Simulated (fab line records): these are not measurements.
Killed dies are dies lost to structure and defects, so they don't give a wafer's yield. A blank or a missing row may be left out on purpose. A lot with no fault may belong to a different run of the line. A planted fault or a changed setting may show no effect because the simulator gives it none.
A lot that was struck, set against a sound lot    flow nand_harc    14 out of 1302 route steps
Sound: these wafers, L309.3, L309.5, L309.6. Wafers L312.4, L312.5, L312.6 were the ones struck. The cause is named last.
For every step that has rows: the tool of each side, followed by ch and its chambers, followed by its first start. Under that, the readings that differ: sound wafers    struck wafers    difference of the means    sigmas: that difference in standard deviations of wafers without a fault.
alike: same words and numbers on both sides, and readings whose means sit less than 2 such deviations apart. not compared: any withheld reading, any reading some wafer has no value for, any bound like >300 that may hide the same value, and any number with overlapping values for which the record gives no deviation.
The two part at a step that has a row with sigmas, a row that says differs or no value, or rows on one side only. Non-overlapping numbers with no deviation appear without sigmas and do not part them. Lack of a reading on every wafer of one side parts them only where that side has two or more wafers.

first, 4 steps without rows for these wafers: NHARC_P_CONTACT_ETCH_35 (etches the open film in CF4, target depth 39 nm, time 65 s); NHARC_P_CONTACT_ETCH_36 (etches the open film in N2/H2, target depth 260 nm, time 406.25 s); NHARC_P_CONTACT_ETCH_18 (etches the open film in C4F8/O2/Ar, target depth 481 nm, time 240.5 s); NHARC_P_CONTACT_STRIP_37 (strips in C4F8/O2/Ar).
NHARC_P_CONTACT_ETCH_31: etches the open film in CH3F/O2, target depth 30 nm, time 85.7 s.
  sound: rie_diel-07 ch 1,2,3; struck: rie_diel-12 ch 0,1
  alike: chamber_pressure_mTorr, drypump_motor_current_A, oes_product_au, rf_vpp_V, showerhead_plenum_p_Torr, throttle_valve_pct
  not compared: rf_hours_counter_h
NHARC_P_CONTACT_CD_MEAS_19:
  sound: cd_sem-01 at day 8 15:13; struck: cd_sem-01 at day 10 08:40
  alike: cd_nm
NHARC_P_CONTACT_STRIP_28: strips in O2.
  sound on rie_diel-12 ch 1,2, day 8 15:17; struck on rie_diel-07 ch 0,3, day 10 08:44
  alike: chamber_pressure_mTorr, drypump_motor_current_A, oes_product_au, rf_vpp_V, showerhead_plenum_p_Torr, throttle_valve_pct
  not compared: rf_hours_counter_h
then, 1 step without rows for these wafers: NHARC_P_CONTACT_STRIP_29 (strips in post etch residue remover, time 1200 s).
NHARC_P_CONTACT_DEGAS_38: time 60 s.
  sound: pvd_sputter-02 at day 8 15:55; struck: pvd_sputter-01 at day 10 09:22
reading             sound        struck       difference  sigmas
heater_power_w (W)  391 479 382  517 520 514  +100        +2
then, 1 step without rows for these wafers: NHARC_P_CONTACT_PRE_CLEAN_39 (time 19.5 s).
NHARC_P_CONTACT_PVD_32: deposits Ti, target thk 5 nm, time 17.7 s.
  sound on pvd_sputter-02; struck on pvd_sputter-01
  alike: throttle_valve_pct
NHARC_P_CONTACT_ALD_22: deposits TiN, target thk 3 nm, pulse time 1 s, ald cycles 150.
  sound on ald_metal-02 ch 1,2,3, day 8 16:12; struck on ald_metal-03 ch 0,1,2, day 10 09:39
  alike: heater_power_w, precursor_pulse_height_rel
NHARC_P_CONTACT_CVD_23: deposits W, target thk 200 nm, time 557 s.
  sound on cvd_w-02 ch 0,1, day 8 16:38; struck on cvd_w-02 ch 0,1, day 10 10:46
  alike: heater_power_w, throttle_valve_pct
NHARC_P_CONTACT_CMP_24: polishes, t overpolish 30 s, target thk 200 nm.
  sound on cmp-01 ch 0,1, day 8 17:02; struck on cmp-02 ch 1,2, day 10 11:22
reading                 sound     struck    difference  sigmas
time_to_endpoint_s (s)  39 38 42  71 76 72  +33         +11
  alike: motor_current_A, overpolish_run_s

== WHERE THEY PART ==
Earliest at NHARC_P_CONTACT_DEGAS_38; latest, in this record, at NHARC_P_CONTACT_CMP_24.

WHY: the cause the simulator had injected
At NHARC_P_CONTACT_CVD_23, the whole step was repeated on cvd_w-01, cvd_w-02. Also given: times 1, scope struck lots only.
